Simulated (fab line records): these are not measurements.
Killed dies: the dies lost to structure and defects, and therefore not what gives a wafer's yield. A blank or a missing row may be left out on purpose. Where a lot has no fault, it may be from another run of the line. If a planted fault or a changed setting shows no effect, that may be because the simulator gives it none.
Matching of chambers | flow nand harc | rie diel-13 running NHARC_A_STAIRCASE_DESCUM_291: 4 sister chambers
The step chemistry O2, time 3 s. 18 wafers are shown with their chamber, then 9 later ones without.

== WAFERS, EACH WITH ITS CHAMBER ==
wafer  | chamber | showerhead plenum p Torr (Torr) | drypump motor current A (A) | oes product au (a.u.)
L076.3 | 2       | 1.91                            | 6.5                         | 1.001
L076.4 | 3       | 1.79                            | 5.5                         | 1.025
L076.5 | 1       | 2.07                            | 6.4                         | 0.984
L078.2 | 1       | 2.07                            | 6.5                         | 0.983
L078.5 | 1       | 2.07                            | 6.4                         | 0.992
L078.6 | 0       | 1.96                            | 6.3                         | 0.980
L080.2 | 2       | 1.90                            | 6.5                         | 1.010
L080.4 | 3       | 1.78                            | 5.6                         | 1.008
L080.6 | 3       | 1.78                            | 5.5                         | 1.003
L082.1 | 2       | 1.90                            | 6.5                         | 1.004
L082.4 | 0       | 1.96                            | 6.3                         | 0.995
L082.5 | 3       | 1.78                            | 5.6                         | 1.010
L084.2 | 2       | 1.89                            | 6.5                         | 1.010
L084.5 | 0       | 1.95                            | 6.3                         | 1.004
L084.6 | 3       | 1.77                            | 5.5                         | 0.996
L087.1 | 2       | 1.89                            | 6.5                         | 1.006
L087.2 | 0       | 1.95                            | 6.3                         | 1.002
L087.5 | 2       | 1.89                            | 6.5                         | 1.013

SIGNATURES (means of the wafers above)
reading                  | chamber 0 | chamber 1 | chamber 2 | chamber 3 | scatter within a chamber
showerhead plenum p Torr | 1.9550    | 2.0700    | 1.8967    | 1.7800    | 0.00673
drypump motor current A  | 6.300     | 6.433     | 6.500     | 5.540     | 0.0365
oes product au           | 0.99525   | 0.98633   | 1.00733   | 1.00840   | 0.0083
Rule: distance of a wafer from a chamber = root of the sum over the readings of ((wafer's reading minus chamber's mean) / reading's scatter) squared. The wafer belongs to the nearest chamber; if the next one is less than 2 further off, it can't be placed. The scatter is the square root of a quotient: the sum, over the shown wafers, of each reading's squared deviation from its chamber's mean, divided by wafers minus chambers.

== WAFERS WITH NO CHAMBER GIVEN ==
wafer  | showerhead plenum p Torr (Torr) | drypump motor current A (A) | oes product au (a.u.)
L093.2 | 2.06                            | 6.4                         | 0.995
L093.5 | 2.06                            | 6.4                         | 1.002
L093.6 | 1.95                            | 6.3                         | 1.017
L092.1 | 1.89                            | 6.5                         | 1.012
L092.3 | 2.07                            | 5.6                         | 0.999
L092.5 | 2.06                            | 6.4                         | 0.999
L097.2 | 2.07                            | 5.5                         | 0.990
L097.3 | 1.94                            | 6.3                         | 1.024
L097.4 | 1.88                            | 6.5                         | 1.006

== EACH ONE'S CHAMBER ==
wafer  | from the rows above | in truth
L093.2 | 1                   | 1
L093.5 | 1                   | 1
L093.6 | 0                   | 0
L092.1 | 2                   | 2
L092.3 | 1                   | 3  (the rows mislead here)
L092.5 | 1                   | 1
L097.2 | 1                   | 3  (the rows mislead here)
L097.3 | 0                   | 0
L097.4 | 2                   | 2
Placed correctly: 7 of 9. From these rows, 0 cannot be placed. 2 placed wrongly.
